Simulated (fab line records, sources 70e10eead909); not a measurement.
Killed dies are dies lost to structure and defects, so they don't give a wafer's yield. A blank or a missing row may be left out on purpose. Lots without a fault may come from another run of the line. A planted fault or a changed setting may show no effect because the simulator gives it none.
Which tool did it? | flow nand_harc | 13 lots, 37 wafers sampled, at 5 steps of a route of 1159

WHAT THE GAUGES READ, wafer by wafer
NHARC_A_WL_FILL_INSPECT_15. Usual: raw_defect_count 377, standard deviation 140.
lot  | measured     | on                | raw_defect_count | flag
L197 | day 16 11:27 | defect_inspect-02 | 336 301 484      |
L198 | day 16 15:40 | defect_inspect-02 | 378 298 384      |
L201 | day 17 00:25 | defect_inspect-02 | 276 285 302      |
L199 | day 17 04:42 | defect_inspect-02 | 628 796 557      |
L200 | day 17 09:32 | defect_inspect-02 | 269 259 365      |
L203 | day 17 20:33 | defect_inspect-02 | 295 262 484      |
L204 | day 18 09:22 | defect_inspect-01 | 404 323 451      |
L206 | day 18 13:30 | defect_inspect-01 | 314 264 257      |
L205 | day 18 18:59 | defect_inspect-02 | 281 350 429      |
L209 | day 19 00:47 | defect_inspect-02 | 259 419 203      |
L207 | day 19 08:54 | defect_inspect-02 | 391 218 289      |
L214 | day 21 01:06 | defect_inspect-02 | 338 387          |
L216 | day 21 10:01 | defect_inspect-01 | 631 815          |

NHARC_A_CONTACT_CD_MEAS_42: target cd 200 nm. Usual: cd_nm 200.2 nm, standard deviation 0.55.
lot  | measured     | on        | cd_nm (nm)        | flag
L197 | day 16 15:02 | cd_sem-01 | 199.8 199.6 199.7 |
L198 | day 16 19:19 | cd_sem-01 | 200.0 201.1 199.9 |
L201 | day 17 04:32 | cd_sem-03 | 200.1 200.4 200.5 |
L199 | day 17 09:41 | cd_sem-02 | 199.1 200.1 199.5 |
L200 | day 17 14:41 | cd_sem-03 | 200.4 200.8 200.5 |
L203 | day 18 00:10 | cd_sem-01 | 199.5 200.0 199.9 |
L204 | day 18 15:01 | cd_sem-01 | 199.7 199.5 200.7 |
L206 | day 18 18:09 | cd_sem-02 | 199.9 200.6 200.5 |
L205 | day 19 00:52 | cd_sem-01 | 200.7 200.4 200.6 |
L209 | day 19 04:58 | cd_sem-01 | 199.3 198.8 199.6 |
L207 | day 19 12:33 | cd_sem-03 | 199.9 200.0 199.6 |
L214 | day 21 04:49 | cd_sem-03 | 199.8 199.4       |
L216 | day 21 14:08 | cd_sem-01 | 200.2 200.4       |

NHARC_END_SORT_01. Usual: killed_at_array 21, standard deviation 8.9; killed_at_other 0.8, standard deviation 1.3; killed_at_periphery 3.6, standard deviation 2.4; killed_dies 26, standard deviation 8.9; killed_open 3.1, standard deviation 1.8; killed_short 1.9, standard deviation 1.3.
lot  | measured     | on        | killed_at_array | killed_at_other | killed_at_periphery | killed_dies | killed_open | killed_short | flag
L203 | day 21 05:49 | prober-02 | 47 37 35        | 1 0 1           | 10 9 6              | 58 46 42    | 11 3 4      | 5 3 0        |
L207 | day 23 00:34 | prober-02 | 24 20 13        | 0 2 1           | 4 4 5               | 28 26 19    | 3 6 6       | 4 1 2        |
L216 | day 24 08:28 | prober-01 | 18 24           | 0 1             | 6 3                 | 24 28       | 5 2         | 2 3          |

WHICH TOOL RAN EACH LOT (tool, then ch and the chambers of the sampled wafers, then the start)
lot  | NHARC_A_CONTACT_ETCH_49            | NHARC_A_CONTACT_ETCH_51
L197 | rie_diel-07 ch 1,3, day 16 15:28   | rie_diel-07 ch 1,3, no start
L198 | rie_diel-07 ch 1,2,3, day 16 19:44 | rie_diel-07 ch 1,2,3, no start
L201 | rie_diel-07 ch 2,3, day 17 04:55   | rie_diel-07 ch 0,2, no start
L199 | rie_diel-07 ch 0,2,3, day 17 10:04 | rie_diel-07 ch 0,3, no start
L200 | rie_diel-07 ch 0,2, day 17 15:10   | rie_diel-07 ch 0,2,3, no start
L203 | rie_diel-03 ch 2,3, day 18 00:37   | rie_diel-03 ch 0,1,2, day 21 05:49 or earlier
L204 | rie_diel-07 ch 1,2,3, day 18 15:25 | rie_diel-07 ch 0,1,3, no start
L206 | rie_diel-07 ch 0,1,3, day 18 18:35 | rie_diel-07 ch 0,1,2, no start
L205 | rie_diel-07 ch 0,1,2, day 19 01:13 | rie_diel-07 ch 0,2,3, no start
L209 | rie_diel-06 ch 1,3, day 19 05:28   | rie_diel-06 ch 2,3, no start
L207 | rie_diel-07 ch 0,1,3, day 19 13:01 | rie_diel-07 ch 0,2,3, day 23 00:34 or earlier
L214 | rie_diel-07 ch 1, day 21 05:20     | rie_diel-07 ch 0, no start
L216 | rie_diel-07 ch 0,3, day 21 14:32   | rie_diel-07 ch 0,2, day 24 08:28 or earlier
- NHARC_A_CONTACT_ETCH_49: etches the open film in N2/H2, target depth 260 nm, time 475.3 s.
- NHARC_A_CONTACT_ETCH_51: etches the open film in O2/COS, target depth 3600 nm, time 936 s.

WHAT THE TOOLS THEMSELVES READ (means of the sampled wafers that have a number; where no wafer has one, the mark that the record gives instead)
NHARC_A_CONTACT_ETCH_49. Usual: drypump_motor_current_A 5.4 A, standard deviation 0.33; oes_product_au 1.000 a.u., standard deviation 0.011; rf_vpp_V 432.1 V, standard deviation 2.2; run_length_s 496.7 s, standard deviation 0.4; showerhead_plenum_p_Torr 2.09 Torr, standard deviation 0.078; throttle_valve_pct 14.172 %, standard deviation 0.0086.
lot  | tool        | drypump_motor_current_A (A) | oes_product_au (a.u.) | rf_vpp_V (V) | run_length_s (s) | showerhead_plenum_p_Torr (Torr) | throttle_valve_pct (%) | flag
L197 | rie_diel-07 | 5.6                         | 0.994                 | 432.8        | 496.9            | 2.17                            | 14.179                 |
L198 | rie_diel-07 | 5.5                         | 0.996                 | 433.8        | 496.9            | 2.14                            | 14.172                 |
L201 | rie_diel-07 | 5.5                         | 1.002                 | 432.6        | 496.5            | 2.12                            | 14.170                 |
L199 | rie_diel-07 | 5.4                         | 1.002                 | 432.4        | 496.7            | 2.11                            | 14.173                 |
L200 | rie_diel-07 | 5.2                         | 1.002                 | 432.6        | 496.5            | 2.08                            | 14.175                 |
L203 | rie_diel-03 | 5.0                         | 1.009                 | 432.9        | 496.0            | 2.13                            | 14.175                 |
L204 | rie_diel-07 | 5.5                         | 0.991                 | 433.8        | 496.8            | 2.13                            | 14.175                 |
L206 | rie_diel-07 | 5.4                         | 1.004                 | 433.5        | 497.0            | 2.13                            | 14.176                 |
L205 | rie_diel-07 | 5.4                         | 1.008                 | 433.2        | 496.8            | 2.11                            | 14.180                 |
L209 | rie_diel-06 | 5.7                         | 0.998                 | 428.1        | 496.9            | 1.93                            | 14.166                 |
L207 | rie_diel-07 | 5.4                         | 1.005                 | 432.1        | 496.8            | 2.13                            | 14.167                 |
L214 | rie_diel-07 | 5.5                         | 1.010                 | 434.4        | 443.9            | 2.16                            | 14.166                 | OFF
L216 | rie_diel-07 | 5.3                         | 1.006                 | 432.6        | 390.3            | 2.12                            | 14.170                 | OFF

NHARC_A_CONTACT_ETCH_51. Usual: drypump_motor_current_A 5.4 A, standard deviation 0.32; oes_product_au 1.001 a.u., standard deviation 0.012; rf_vpp_V 315.2 V, standard deviation 1.8; run_length_s 957.3 s, standard deviation 0.4; showerhead_plenum_p_Torr 3.20 Torr, standard deviation 0.11; throttle_valve_pct 28.331 %, standard deviation 0.0091.
lot  | tool        | drypump_motor_current_A (A) | oes_product_au (a.u.) | rf_vpp_V (V) | run_length_s (s) | showerhead_plenum_p_Torr (Torr) | throttle_valve_pct (%) | flag
L197 | rie_diel-07 | 5.6                         | 0.993                 | 316.9        | 957.7            | 3.30                            | 28.330                 |
L198 | rie_diel-07 | 5.5                         | 1.003                 | 316.9        | 957.4            | 3.26                            | 28.326                 |
L201 | rie_diel-07 | 5.3                         | 1.006                 | 315.5        | 957.1            | 3.19                            | 28.332                 |
L199 | rie_diel-07 | 5.4                         | 0.981                 | 317.0        | 957.4            | 3.26                            | 28.325                 |
L200 | rie_diel-07 | 5.4                         | 1.005                 | 315.6        | 957.1            | 3.22                            | 28.326                 |
L203 | rie_diel-03 | 5.5                         | 1.007                 | 314.9        | 957.4            | 3.15                            | 28.328                 |
L204 | rie_diel-07 | 5.4                         | 1.004                 | 316.4        | 957.6            | 3.26                            | 28.331                 |
L206 | rie_diel-07 | 5.4                         | 0.992                 | 314.9        | 957.5            | 3.22                            | 28.333                 |
L205 | rie_diel-07 | 5.4                         | 0.994                 | 315.7        | 957.1            | 3.22                            | 28.328                 |
L209 | rie_diel-06 | 5.8                         | 0.996                 | 315.4        | 957.6            | 3.21                            | 28.321                 |
L207 | rie_diel-07 | 5.4                         | 1.004                 | 316.6        | 957.4            | 3.21                            | 28.325                 |
L214 | rie_diel-07 | 5.1                         | 1.023                 | 315.2        | 957.1            | 3.17                            | 28.327                 |
L216 | rie_diel-07 | 5.3                         | 1.010                 | 314.9        | 957.2            | 3.17                            | 28.331                 |

THE ANSWER, worked out from the rows above alone
Rule: a lot is off if the mean of its wafers that have a number lies more than 3 standard deviations from the usual mean. A lot without any number at a reading at which 4 lots or more have one is off too. The other lots that the step has rows for count as sound. The gauges are gone through in route order, then the tools' own readings, and for those a lot's mean is taken as printed above. The first step at which some lot is off is used, and at that step the reading that is off furthest; a lot without a number counts as furthest.
Off: L214, L216, at NHARC_A_CONTACT_ETCH_49 (run_length_s).
A tool fits if, at that step or a process step before it, it ran every lot that is off, and no sound lot after the first of them. One fits: rie_diel-07 at NHARC_A_CONTACT_ETCH_49. Its last sound lot is L207 (day 19 13:01), its first lot that is off L214 (day 21 05:20): a fault that began between those two fits.
The tool's own readings at NHARC_A_CONTACT_ETCH_49 bear it out: on the lots that are off they differ by more than 5 times the standard deviation of the sound lots' means. run_length_s reads 417.1 s there against 496.7 s on the sound lots.

WHAT THE SIMULATOR HAD PUT IN
Process parameter drift: rie_diel-07, from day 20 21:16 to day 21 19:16, at NHARC_A_CONTACT_ETCH_49. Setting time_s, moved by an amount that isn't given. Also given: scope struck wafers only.
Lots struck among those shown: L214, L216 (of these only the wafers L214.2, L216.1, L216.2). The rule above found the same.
